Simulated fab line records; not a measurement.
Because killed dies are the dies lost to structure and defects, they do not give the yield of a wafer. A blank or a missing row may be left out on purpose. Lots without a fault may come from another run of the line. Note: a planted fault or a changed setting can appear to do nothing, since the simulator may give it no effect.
Split-lot experiment + flow n5Finfet + route with 1938 steps; 7 lots, 21 wafers read

## THE SPLIT ITSELF
At N5_BEOL_M12_ETCH_67 (etches SiARC in CF4, target depth 143 nm, time 238.3 s), the setting sourceW was moved away from the recipe's 545 W on 8 of the 21 wafers read, by -13.7% to +17.9%. This setting was run at the recipe's value on the other wafers.

The split's own step is where the reading is taken.

## THE READING
rfVppV, in V, at N5_BEOL_M12_ETCH_67 (etches SiARC in CF4, target depth 143 nm, time 238.3 s). Fault-free wafers of this fab line usually give 184.0 V, standard deviation 1.3 V.

| wafer  | tool, chamber at the split | sourceW as run, W | against the recipe | rfVppV, V | against lot-mates on the recipe |
|--------|----------------------------|-------------------|--------------------|-----------|---------------------------------|
| L075.1 | rieDiel-05, 1              | 470.2             | -13.7%             | 193.1     | +10.7                           |
| L075.3 | rieDiel-05, 0              | 470.2             | -13.7%             | 193.4     | +11.0                           |
| L075.4 | rieDiel-05, 1              | 545               | recipe             | 182.4     | -                               |
| L084.3 | rieDiel-01, 2              | 545               | recipe             | 183.6     | -                               |
| L084.4 | rieDiel-01, 0              | 545               | recipe             | 186.6     | -                               |
| L084.6 | rieDiel-01, 2              | 545               | recipe             | 185.2     | -                               |
| L083.1 | rieDiel-01, 3              | 545               | recipe             | 184.0     | -                               |
| L083.2 | rieDiel-01, 0              | 545               | recipe             | 187.0     | -                               |
| L083.6 | rieDiel-01, 2              | 513.8             | -5.7%              | 184.9     | -0.6                            |
| L089.1 | rieDiel-06, 1              | 642.7             | +17.9%             | 174.6     | -8.4                            |
| L089.2 | rieDiel-06, 2              | 545               | recipe             | 183.0     | -                               |
| L089.4 | rieDiel-06, 0              | 642.7             | +17.9%             | 172.7     | -10.3                           |
| L091.4 | rieDiel-01, 1              | 615.6             | +13.0%             | 175.6     | -7.7                            |
| L091.5 | rieDiel-01, 2              | 545               | recipe             | 182.8     | -                               |
| L091.6 | rieDiel-01, 3              | 545               | recipe             | 183.8     | -                               |
| L095.3 | rieDiel-01, 2              | 545               | recipe             | 183.6     | -                               |
| L095.4 | rieDiel-01, 1              | 545               | recipe             | 182.5     | -                               |
| L095.5 | rieDiel-01, 1              | 545               | recipe             | 184.2     | -                               |
| L097.2 | rieDiel-01, 3              | 545               | recipe             | 185.6     | -                               |
| L097.4 | rieDiel-01, 0              | 579.8             | +6.4%              | 183.0     | -2.6                            |
| L097.5 | rieDiel-01, 1              | 579.8             | +6.4%              | 180.5     | -5.1                            |

THE FIT
A straight line over all 21 wafers: rfVppV changes by -0.595 V for each +1% of sourceW; r = -0.95; the points scatter about the line by 1.5 V.
The same after taking each lot's own level away (the mean of its wafers on the recipe; 21 wafers): -0.602 V for each +1%; r = -0.95; scatter 1.6 V.
According to that fit, moving sourceW by its largest amount changes the reading by 11 V.
Measured against the standard deviation above, the lots' own levels, which go from 182.40 to 185.60 V, span 2.5 times it.
Consequently the slope shifts little with the lot-to-lot level, the two slopes agreeing.
Check: -11.4 V against its lot-mates is what the line predicts for one of the wafers moved furthest among these (+17.9%) when that wafer is left out of the fit. It came out at -8.4 V against them.
Tool readings at the split's step, against how far the setting was moved: etchRfOnTimeS r = -0.90; rfVppV r = -0.95.

## OTHER SPLITS ON THESE WAFERS
Other splits were also applied to these wafers ahead of the reading. Each is held against what the fit with the lots' levels taken away leaves over:
| other split on the same wafers | wafers away from the commonest value | r with rfVppV (lot level and that fit taken away) |
|--------------------------------|--------------------------------------|---------------------------------------------------|
| N5_BEOL_M10_EXPOSE_08 doseMj   | 7                                    | +0.20                                             |
| N5_BEOL_M11_EXPOSE_08 doseMj   | 7                                    | -0.16                                             |
| N5_BEOL_M11_ETCH_62 timeS      | 10                                   | -0.18                                             |

## THE WHOLE CHAIN: every reading that the file lists as answering this split, in the file's order
| step                | what it does                                           | reading       | change (the file's fit)              | r (the file's) |
|---------------------|--------------------------------------------------------|---------------|--------------------------------------|----------------|
| N5_BEOL_M12_ETCH_67 | etches SiARC in CF4, target depth 143 nm, time 238.3 s | etchRfOnTimeS | withheld for each +1% of the setting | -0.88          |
| N5_BEOL_M12_ETCH_67 | etches SiARC in CF4, target depth 143 nm, time 238.3 s | rfVppV        | -0.581 V for each +1% of the setting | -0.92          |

## THE FILE'S OWN FIT
rfVppV changes by -0.581 V for each +1% of sourceW, r = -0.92.
